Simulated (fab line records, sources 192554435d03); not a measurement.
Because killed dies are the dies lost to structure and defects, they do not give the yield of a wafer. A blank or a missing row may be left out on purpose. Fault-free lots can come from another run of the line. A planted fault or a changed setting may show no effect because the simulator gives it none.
fab line records | flow n5Finfet
[record] lots = 5 | wafers = 15 | lastDay = 18
route steps=1938 shown BEOL_M5@1145
lots that met no fault: from a run of the same line without faults
startH: start of the lot's first displayed wafer, in hours after the record's first day | waitH: hours since the lot's step before | " unchanged from the row above | L1.1+2: several wafers, shown together as one row | - value missing, or start not given | * or withheld: withheld | < > ~ a bound
route shown NAME@n: names a module that has steps shown in the file, with the first one's number in the route | usual: mean and standard deviation over wafers with no fault | same: alike in all rows | chamber/n: place in a boat | sites: the reading at each site | _std_site: the standard deviation of these | _edge_site: mean of outer sites minus mean of inner sites | radiusMm: for every site, how far away it sits from the centre of the wafer | mask NAME#n: copy n | behind: the tool/chamber that last shaped the wafer | hold: the reason the lot was held/the length of the hold in hours/how it ended | device: the n, p or np transistor that did not switch | end of line: tests of these same wafers at the route's end | for a step that has no rows: nothing shown but its recipe | killed: dies that structure and defects cost at the first sort, which is not the same as the wafer's yield | map: shows each die of a wafer: x if killed, . if not, _ if none is there
set.NAME: the setting as run; set.NAME@STEP: as run at that earlier step | model.NAME: the simulator's own value behind a step, which no gauge read
certain route steps with their lots: each step a table, each wafer a row
services: a tool's chamber out of use, with start hour (startH, from the record's first day; less than 0 if before it), hours out, and reason
[[steps]]
[step N5_BEOL_M5_EXPOSE_25]
[recipe] maskId = V4 | na = 0.33 | sourceShape = quasar | sigmaInner = 0.2 | sigmaOuter = 0.6 | polarization = unpolarized | defocusNm = 10 | doseMj = 52.75
[step N5_BEOL_M5_PEB_26]
[recipe] pebTempC = 100 | pebTimeS = 60 | resist = CAR-EUV
[step N5_BEOL_M5_DEVELOP_27]
[recipe] developTimeS = 30 | developer = TMAH | resist = CAR-EUV | rinseLiquid = surfactantRinse | dry = airSpin | devTempC = 23
[step N5_BEOL_M5_CD_MEAS_28]
[recipe] targetCdNm = 30.6 | landingEnergyEv = 500 | detector = seInlens | targetCdYNm = 20 | polarity = opening
[usual] cdNm = 30.63/0.22
lot.wafer | tool     | chamber | startH | waitH | cdNm
L837.2    | cdSem-03 | 0       | 228.41 | -     | 30.30
L837.3    | "        | 0       | "      | "     | 30.60
L837.5    | "        | 0       | "      | "     | 30.69
L838.2    | cdSem-01 | 0       | 241.78 | -     | 30.23
L838.3    | "        | 0       | "      | "     | 30.32
L838.6    | "        | 0       | "      | "     | 30.26
L847.2    | cdSem-01 | 0       | 292.52 | -     | 30.79
L847.3    | "        | 0       | "      | "     | 30.55
L847.5    | "        | 0       | "      | "     | 30.30
L850.2    | cdSem-03 | 0       | 308.16 | -     | 30.18
L850.3    | "        | 0       | "      | "     | 30.78
L850.5    | "        | 0       | "      | "     | 30.88
L852.3    | cdSem-03 | 0       | 323.20 | -     | 30.88
L852.4    | "        | 0       | "      | "     | 30.55
L852.6    | "        | 0       | "      | "     | 30.49
[step N5_BEOL_M5_OVL_MEAS_29]
[recipe] pointsPerWafer = 522
[usual] V4_OVL = 0.1/0.79
lot.wafer | tool       | chamber | startH | waitH | V4_OVL[nm]
L837.2    | overlay-02 | 0       | 228.45 | 0.0   | 1.9
L837.3    | "          | 0       | "      | "     | -0.6
L837.5    | "          | 0       | "      | "     | -0.3
L838.2    | overlay-01 | 0       | 241.81 | 0.0   | -0.2
L838.3    | "          | 0       | "      | "     | -0.1
L838.6    | "          | 0       | "      | "     | -1.0
L847.2    | overlay-01 | 0       | 292.55 | 0.0   | 0.7
L847.3    | "          | 0       | "      | "     | 2.1
L847.5    | "          | 0       | "      | "     | 0.6
L850.2    | overlay-02 | 0       | 308.19 | 0.0   | 1.4
L850.3    | "          | 0       | "      | "     | 0.9
L850.5    | "          | 0       | "      | "     | 1.2
L852.3    | overlay-02 | 0       | 323.24 | 0.0   | -0.1
L852.4    | "          | 0       | "      | "     | 0.2
L852.6    | "          | 0       | "      | "     | -0.6
[step N5_BEOL_M5_INSPECT_30]
[recipe] mode = adi | inspectInstrument = brightfield
[usual] rawDefectCount = 378/96
lot.wafer | tool             | chamber | startH | waitH | rawDefectCount
L837.2    | defectInspect-02 | -       | 228.50 | 0.0   | 425
L837.3    | "                | -       | "      | "     | 474
L837.5    | "                | -       | "      | "     | 392
L838.2    | defectInspect-01 | -       | 241.86 | 0.0   | 215
L838.3    | "                | -       | "      | "     | 289
L838.6    | "                | -       | "      | "     | 197
L847.2    | defectInspect-01 | -       | 292.60 | 0.0   | 343
L847.3    | "                | -       | "      | "     | 295
L847.5    | "                | -       | "      | "     | 320
L850.2    | defectInspect-01 | -       | 308.25 | 0.0   | 391
L850.3    | "                | -       | "      | "     | 313
L850.5    | "                | -       | "      | "     | 336
L852.3    | defectInspect-01 | -       | 323.29 | 0.0   | 367
L852.4    | "                | -       | "      | "     | 311
L852.6    | "                | -       | "      | "     | 257
[step N5_BEOL_M5_DESCUM_33]
[recipe] chemistry = O2 | timeS = 7 | sourcePowerW = 50 | biasPowerW = 20 | pressureMtorr = 20 | rfFrequencyHz = 2.712e+07 | tempC = 40 | resist = CAR-EUV | o2FlowSccm = 225
[usual] biasPowerW = 19.99/0.061 | drypumpMotorCurrentA = 5.7/0.34 | o2FlowSccm = 225.0/0.72 | oesProductAu = 0.78/0.084 | rfVppV = 243.0/1.7 | showerheadPlenumPTorr = 2.09/0.091 | throttleValvePct = 20.49/0.3
lot.wafer | tool       | chamber | startH | waitH | biasPowerW | drypumpMotorCurrentA | o2FlowSccm | oesProductAu | rfHoursCounterH | rfVppV | showerheadPlenumPTorr | throttleValvePct
L837.2    | rieDiel-06 | 1       | 228.71 | 0.2   | 20.04      | 5.9                  | 224.5      | 0.74         | 149             | 239.1  | 1.94                  | 20.94
L837.3    | "          | 0       | "      | "     | 19.93      | 5.7                  | 224.1      | 0.80         | 118             | 245.0  | 2.19                  | 20.47
L837.5    | "          | 2       | "      | "     | 19.92      | 5.8                  | 225.3      | 0.72         | -               | 241.4  | 2.00                  | 20.80
L838.2    | rieDiel-05 | 1       | 242.23 | 0.4   | 19.97      | 5.2                  | 225.6      | 0.88         | 41              | 241.2  | 2.04                  | 20.36
L838.3    | "          | 2       | "      | "     | 20.05      | 6.1                  | 224.7      | 0.70         | 222             | 243.5  | 2.15                  | 20.25
L838.6    | "          | 2       | "      | "     | 19.96      | 6.0                  | 225.5      | 0.70         | -               | 244.5  | 2.15                  | 20.25
L847.2    | rieDiel-06 | 0       | 292.64 | 0.0   | 20.11      | 5.7                  | 225.3      | 0.78         | 138             | 244.6  | 2.18                  | 20.49
L847.3    | "          | 2       | "      | "     | 19.96      | 5.9                  | 226.5      | 0.71         | 198             | 243.0  | 2.00                  | 20.83
L847.5    | "          | 2       | "      | "     | 20.00      | 5.9                  | 225.4      | 0.71         | -               | 240.0  | 1.99                  | 20.84
L850.2    | rieDiel-02 | 2       | 308.28 | 0.0   | 19.93      | 5.5                  | 226.0      | 0.74         | 152             | 243.3  | 2.01                  | 20.37
L850.3    | "          | 3       | "      | "     | 19.98      | 5.5                  | 224.6      | 0.72         | 201             | 244.1  | 2.07                  | 20.59
L850.5    | "          | 0       | "      | "     | 19.99      | 5.4                  | 224.1      | 0.92         | -               | 243.4  | 2.13                  | 20.08
L852.3    | rieDiel-02 | 1       | 323.33 | 0.0   | 19.89      | 6.3                  | 225.0      | 0.74         | 142             | 245.7  | 2.19                  | 20.86
L852.4    | "          | 0       | "      | "     | 19.98      | 5.4                  | 225.4      | 0.89         | 21              | 243.6  | 2.13                  | 20.07
L852.6    | "          | 1       | "      | "     | 19.87      | 6.3                  | 224.9      | 0.75         | -               | 244.1  | 2.19                  | 20.86
[step N5_BEOL_M5_ETCH_75]
[recipe] chemistry = N2/H2 | target = underlayer | targetDepthA = 65 | maskMaterial = CAR-EUV | timeS = 5.2 | ionEnergyEv = 200 | pressureMtorr = 30 | sourceW = 840 | biasW = 150 | n2FlowSccm = 200 | h2FlowSccm = 200 | ends = cleared
[usual] drypumpMotorCurrentA = 5.7/0.34 | etchRfOnTimeS = 5.16/0.075 | oesProductAu = 0.67/0.07 | rfVppV = 524/3.3 | showerheadPlenumPTorr = 2.54/0.11 | throttleValvePct = 17.91/0.29
lot.wafer | tool       | chamber | startH | waitH | drypumpMotorCurrentA | etchRfOnTimeS | oesProductAu | rfHoursCounterH | rfVppV | showerheadPlenumPTorr | throttleValvePct
L837.2    | rieDiel-06 | 1       | 228.74 | 0.0   | 5.9                  | 5.06          | 0.65         | 149             | 519    | 2.34                  | 18.22
L837.3    | "          | 0       | "      | "     | 5.7                  | 5.20          | 0.68         | 118             | 527    | 2.67                  | 18.01
L837.5    | "          | 2       | "      | "     | 5.9                  | 5.21          | 0.62         | -               | 522    | 2.43                  | 18.27
L838.2    | rieDiel-05 | 1       | 242.26 | 0.0   | 5.2                  | 5.14          | 0.73         | 41              | 522    | 2.48                  | 17.78
L838.3    | "          | 2       | "      | "     | 6.1                  | 5.18          | 0.60         | 222             | 526    | 2.62                  | 17.59
L838.6    | "          | 2       | "      | "     | 6.1                  | 5.20          | 0.59         | -               | 524    | 2.62                  | 17.61
L847.2    | rieDiel-06 | 0       | 292.67 | 0.0   | 5.8                  | 5.20          | 0.66         | 138             | 527    | 2.66                  | 18.03
L847.3    | "          | 2       | "      | "     | 5.8                  | 5.24          | 0.60         | 198             | 519    | 2.42                  | 18.29
L847.5    | "          | 2       | "      | "     | 5.9                  | 5.26          | 0.59         | -               | 523    | 2.42                  | 18.28
L850.2    | rieDiel-02 | 2       | 308.31 | 0.0   | 5.5                  | 5.17          | 0.63         | 152             | 521    | 2.44                  | 17.73
L850.3    | "          | 3       | "      | "     | 5.5                  | 5.30          | 0.61         | 201             | 520    | 2.52                  | 18.02
L850.5    | "          | 0       | "      | "     | 5.4                  | 5.09          | 0.79         | -               | 526    | 2.59                  | 17.50
L852.3    | rieDiel-02 | 1       | 323.36 | 0.0   | 6.3                  | 5.12          | 0.65         | 142             | 526    | 2.66                  | 18.31
L852.4    | "          | 0       | "      | "     | 5.4                  | 5.11          | 0.78         | 21              | 525    | 2.59                  | 17.50
L852.6    | "          | 1       | "      | "     | 6.3                  | 5.13          | 0.65         | -               | 528    | 2.66                  | 18.25
[step N5_BEOL_M5_ETCH_67]
[recipe] chemistry = CF4 | target = SiARC | targetDepthA = 156 | maskMaterial = CAR-EUV | timeS = 26 | ionEnergyEv = 80 | pressureMtorr = 40 | sourceW = 545 | biasW = 36 | Ar_flow_sccm = 100 | cf4FlowSccm = 100 | ends = cleared
[usual] drypumpMotorCurrentA = 5.7/0.34 | etchRfOnTimeS = 25.8/0.32 | oesProductAu = 0.67/0.07 | rfVppV = 184.0/1.3 | showerheadPlenumPTorr = 2.14/0.091 | throttleValvePct = 15.68/0.27
lot.wafer | tool       | chamber | startH | waitH | drypumpMotorCurrentA | etchRfOnTimeS | oesProductAu | rfHoursCounterH | rfVppV | showerheadPlenumPTorr | throttleValvePct
L837.2    | rieDiel-06 | 1       | 228.76 | 0.0   | 5.9                  | 25.5          | 0.64         | 149             | 181.8  | 1.99                  | 16.05
L837.3    | "          | 0       | "      | "     | 5.7                  | 26.2          | 0.68         | 118             | 184.4  | 2.24                  | 15.68
L837.5    | "          | 2       | "      | "     | 5.9                  | 26.2          | 0.61         | -               | 182.7  | 2.05                  | 15.97
L838.2    | rieDiel-05 | 1       | 242.28 | 0.0   | 5.2                  | 25.3          | 0.73         | 41              | 183.5  | 2.10                  | 15.54
L838.3    | "          | 2       | "      | "     | 6.0                  | 25.9          | 0.60         | 222             | 185.4  | 2.20                  | 15.51
L838.6    | "          | 2       | "      | "     | 6.1                  | 25.9          | 0.60         | -               | 184.1  | 2.20                  | 15.52
L847.2    | rieDiel-06 | 0       | 292.69 | 0.0   | 5.7                  | 25.9          | 0.67         | 138             | 183.8  | 2.23                  | 15.70
L847.3    | "          | 2       | "      | "     | 5.9                  | 26.0          | 0.61         | 198             | 182.6  | 2.04                  | 16.00
L847.5    | "          | 2       | "      | "     | 5.8                  | 26.3          | 0.60         | -               | 184.2  | 2.04                  | 16.02
L850.2    | rieDiel-02 | 2       | 308.33 | 0.0   | 5.5                  | 26.0          | 0.64         | 152             | 181.0  | 2.05                  | 15.57
L850.3    | "          | 3       | "      | "     | 5.5                  | 26.4          | 0.61         | 201             | 184.6  | 2.12                  | 15.83
L850.5    | "          | 0       | "      | "     | 5.4                  | 25.3          | 0.79         | -               | 184.5  | 2.18                  | 15.24
L852.3    | rieDiel-02 | 1       | 323.38 | 0.0   | 6.3                  | 25.8          | 0.65         | 142             | 184.9  | 2.23                  | 16.01
L852.4    | "          | 0       | "      | "     | 5.4                  | 25.6          | 0.78         | 21              | 184.4  | 2.18                  | 15.26
L852.6    | "          | 1       | "      | "     | 6.3                  | 25.8          | 0.65         | -               | 185.2  | 2.23                  | 16.02
[step N5_BEOL_M5_ETCH_68]
[recipe] chemistry = N2/H2 | target = SOC | targetDepthA = 800 | overetchA = 160 | maskMaterial = SiARC | tempC = 40 | timeS = 120 | ionEnergyEv = 200 | pressureMtorr = 30 | sourceW = 840 | biasW = 150 | n2FlowSccm = 200 | h2FlowSccm = 200
[usual] drypumpMotorCurrentA = 5.7/0.34 | oesProductAu = 0.60/0.061 | rfVppV = 524/3.3 | showerheadPlenumPTorr = 2.54/0.11 | throttleValvePct = 17.87/0.29
lot.wafer | tool       | chamber | startH | waitH | drypumpMotorCurrentA | oesProductAu | rfHoursCounterH | rfVppV | showerheadPlenumPTorr | throttleValvePct
L837.2    | rieDiel-06 | 1       | 228.79 | 0.0   | 5.9                  | 0.57         | 149             | 518    | 2.34                  | 18.20
L837.3    | "          | 0       | "      | "     | 5.7                  | 0.61         | 118             | 527    | 2.67                  | 17.97
L837.5    | "          | 2       | "      | "     | 5.9                  | 0.56         | -               | 520    | 2.43                  | 18.23
L838.2    | rieDiel-05 | 1       | 242.31 | 0.0   | 5.2                  | 0.65         | 42              | 522    | 2.48                  | 17.73
L838.3    | "          | 2       | "      | "     | 6.1                  | 0.54         | 222             | 525    | 2.62                  | 17.57
L838.6    | "          | 2       | "      | "     | 6.1                  | 0.54         | -               | 526    | 2.62                  | 17.58
L847.2    | rieDiel-06 | 0       | 292.72 | 0.0   | 5.8                  | 0.60         | 138             | 528    | 2.66                  | 17.99
L847.3    | "          | 2       | "      | "     | 5.9                  | 0.54         | 198             | 520    | 2.42                  | 18.24
L847.5    | "          | 2       | "      | "     | 5.9                  | 0.54         | -               | 520    | 2.42                  | 18.25
L850.2    | rieDiel-02 | 2       | 308.36 | 0.0   | 5.5                  | 0.57         | 152             | 521    | 2.44                  | 17.70
L850.3    | "          | 3       | "      | "     | 5.5                  | 0.55         | 201             | 525    | 2.52                  | 18.01
L850.5    | "          | 0       | "      | "     | 5.4                  | 0.70         | -               | 526    | 2.59                  | 17.45
L852.3    | rieDiel-02 | 1       | 323.41 | 0.0   | 6.3                  | 0.57         | 142             | 526    | 2.66                  | 18.21
L852.4    | "          | 0       | "      | "     | 5.4                  | 0.69         | 21              | 526    | 2.59                  | 17.46
L852.6    | "          | 1       | "      | "     | 6.3                  | 0.57         | -               | 528    | 2.66                  | 18.26
[step N5_BEOL_M5_STRIP_69]
[recipe] chemistry = N2/H2 | tempC = 40 | n2FlowSccm = 200 | h2FlowSccm = 200 | rfFrequencyHz = 6e+07
[step N5_BEOL_M5_STRIP_76]
[recipe] chemistry = N2/H2 | tempC = 40 | n2FlowSccm = 200 | h2FlowSccm = 200 | rfFrequencyHz = 6e+07
[step N5_BEOL_M5_VIA_ETCH_34]
[recipe] chemistry = C4F6/O2 | target = SiCOH_lowk | targetDepthA = 883 | maskMaterial = SOC | taperDeg = 4 | timeS = 39.2 | ionEnergyEv = 250 | pressureMtorr = 30 | sourceW = 345 | biasW = 185 | Ar_flow_sccm = 300 | C4F6_flow_sccm = 10 | O2_flow_sccm = 10
[usual] drypumpMotorCurrentA = 5.7/0.34 | oesProductAu = 0.78/0.083 | rfVppV = 664/5.6 | showerheadPlenumPTorr = 2.84/0.12 | throttleValvePct = 20.94/0.26
lot.wafer | tool       | chamber | startH | waitH | drypumpMotorCurrentA | oesProductAu | rfHoursCounterH | rfVppV | showerheadPlenumPTorr | throttleValvePct | model.etch.depthNm | model.SOC_of_BEOL_M5_COAT_65.thkNm | model.BEOL_M5.cdNm
L837.2    | rieDiel-06 | 1       | 228.89 | 0.0   | 5.9                  | 0.77         | 149             | 668    | 2.63                  | 21.30            | 90.07              | 55.6                               | 28.2
L837.3    | "          | 0       | "      | "     | 5.7                  | 0.80         | 118             | 662    | 2.97                  | 20.96            | 88.37              | 55.8                               | 28
L837.5    | "          | 2       | "      | "     | 5.8                  | 0.71         | -               | 654    | 2.73                  | 21.25            | 86.88              | 55.8                               | 28
L838.2    | rieDiel-05 | 1       | 242.41 | 0.0   | 5.2                  | 0.86         | 42              | 653    | 2.79                  | 20.87            | 89.16              | 55.8                               | 28.4
L838.3    | "          | 2       | "      | "     | 6.0                  | 0.71         | 222             | 663    | 2.92                  | 20.65            | 88.43              | 55.8                               | 28.2
L838.6    | "          | 2       | "      | "     | 6.0                  | 0.70         | -               | 663    | 2.92                  | 20.68            | 87.54              | 56                                 | 28
L847.2    | rieDiel-06 | 0       | 292.82 | 0.0   | 5.7                  | 1.06         | 138             | 663    | 2.97                  | 21.05            | 138.4              | 53.6                               | 28.4
L847.3    | "          | 2       | "      | "     | 5.9                  | 0.70         | 198             | 655    | 2.72                  | 21.27            | 86.98              | 55.8                               | 28.2
L847.5    | "          | 2       | "      | "     | 5.9                  | 0.71         | -               | 654    | 2.72                  | 21.28            | 87.82              | 55.8                               | 27.8
L850.2    | rieDiel-02 | 2       | 308.46 | 0.0   | 5.5                  | 0.74         | 152             | 661    | 2.74                  | 20.83            | 87.66              | 56.2                               | 27.8
L850.3    | "          | 3       | "      | "     | 5.5                  | 0.71         | 201             | 670    | 2.81                  | 21.00            | 85.56              | 56                                 | 27.8
L850.5    | "          | 0       | "      | "     | 5.4                  | 0.92         | -               | 665    | 2.91                  | 20.55            | 88.66              | 56                                 | 27.8
L852.3    | rieDiel-02 | 1       | 323.51 | 0.0   | 6.3                  | 0.75         | 142             | 667    | 2.96                  | 21.27            | 88.78              | 55.8                               | 28.2
L852.4    | "          | 0       | "      | "     | 5.4                  | 0.91         | 21              | 663    | 2.90                  | 20.56            | 89.04              | 56                                 | 28.4
L852.6    | "          | 1       | "      | "     | 6.3                  | 0.75         | -               | 667    | 2.96                  | 21.25            | 88.51              | 55.8                               | 28.2
[step N5_BEOL_M5_STRIP_85]
[recipe] chemistry = C4F6/O2 | resist = SiARC | rfFrequencyHz = 6e+07
[[services]]
tool       | chamber | startH | hours | kind
rieDiel-02 | -       | 211.42 | 0.1   | repair
rieDiel-02 | 0       | 219.73 | -     | clean
rieDiel-02 | 0       | 219.73 | -     | consumableReplace:focusRing
rieDiel-02 | 0       | 219.73 | 32.4  | scheduledDown
rieDiel-02 | 0       | 219.73 | 32.4  | ventCycle
rieDiel-02 | 1       | 234.79 | 10.1  | repair
rieDiel-05 | 0       | 290.58 | 14.1  | repair
[[key]]
[firstSign] step = N5_BEOL_M5_VIA_ETCH_34 | reading = oesProductAu | direction = up | sigmas = 3.4 | usual = 0.78 | struck = 1.06
effect none on later readings
[modelEffect] step = N5_BEOL_M5_VIA_ETCH_34 | value = etch.depthNm | without = 87.71 | struck = 138.4
metAt N5_BEOL_M5_VIA_ETCH_34
struckWafers L847.2
onsetBetween 228.89 292.82
[fault] kind = processParameterDrift | tool = rieDiel-06 | chamber = 0 | onsetH = 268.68 | steps = N5_BEOL_M5_VIA_ETCH_34 | channel = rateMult | offset = 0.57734 | shape = step | endH = 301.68
